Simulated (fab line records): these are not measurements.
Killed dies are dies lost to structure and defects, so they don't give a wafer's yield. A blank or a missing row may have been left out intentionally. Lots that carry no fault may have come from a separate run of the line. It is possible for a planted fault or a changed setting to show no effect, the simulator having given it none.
Chamber matching | flow nand harc | NHARC_THIN_TSV_DESCUM_14 on rie diel-01 has 4 sister chambers
The step chemistry O2, time 3 s. 8 wafers are shown with their chamber, then 7 later ones without.

== WAFERS WITH THEIR CHAMBER ==
wafer  | chamber | drypump motor current A (A) | oes product au (a.u.)
L787.3 | 0       | 5.3                         | 0.992
L787.5 | 0       | 5.3                         | 0.983
L788.1 | 3       | 4.9                         | 0.977
L786.3 | 1       | 5.7                         | 0.995
L786.5 | 2       | 5.4                         | 1.015
L786.6 | 1       | 5.7                         | 0.988
L791.3 | 2       | 5.4                         | 1.005
L791.4 | 3       | 4.8                         | 0.995

== WAFERS WITH NO CHAMBER GIVEN ==
wafer  | drypump motor current A (A) | oes product au (a.u.)
L791.5 | 5.7                         | 0.983
L793.1 | 4.9                         | 0.985
L793.2 | 5.3                         | 0.987
L793.6 | 4.9                         | 0.981
L805.3 | 5.4                         | 1.009
L805.5 | 4.9                         | 0.996
L805.6 | 5.4                         | 1.012

== WHICH CHAMBER EACH WENT THROUGH ==
wafer  | from the rows above | in truth
L791.5 | 1                   | 1
L793.1 | 3                   | 3
L793.2 | 0                   | 0
L793.6 | 3                   | 3
L805.3 | 2                   | 2
L805.5 | 3                   | 3
L805.6 | 2                   | 2
Correctly placed: 7 of 7. From these rows, 0 cannot be placed. Number placed wrongly: 0.
How it was worked out, from the rows above alone: a wafer's distance from a chamber is the root of the sum, over the readings, of the square of ((its reading less the chamber's mean) divided by the reading's scatter). The wafer belongs to the nearest chamber; if the next one is less than 2 further off, it can't be placed. The mean given for a chamber averages the wafers shown for that chamber. How the scatter is found: for the shown wafers, subtract from each reading the mean of its chamber, square and add these, divide the total by (wafers less chambers), then take the root.
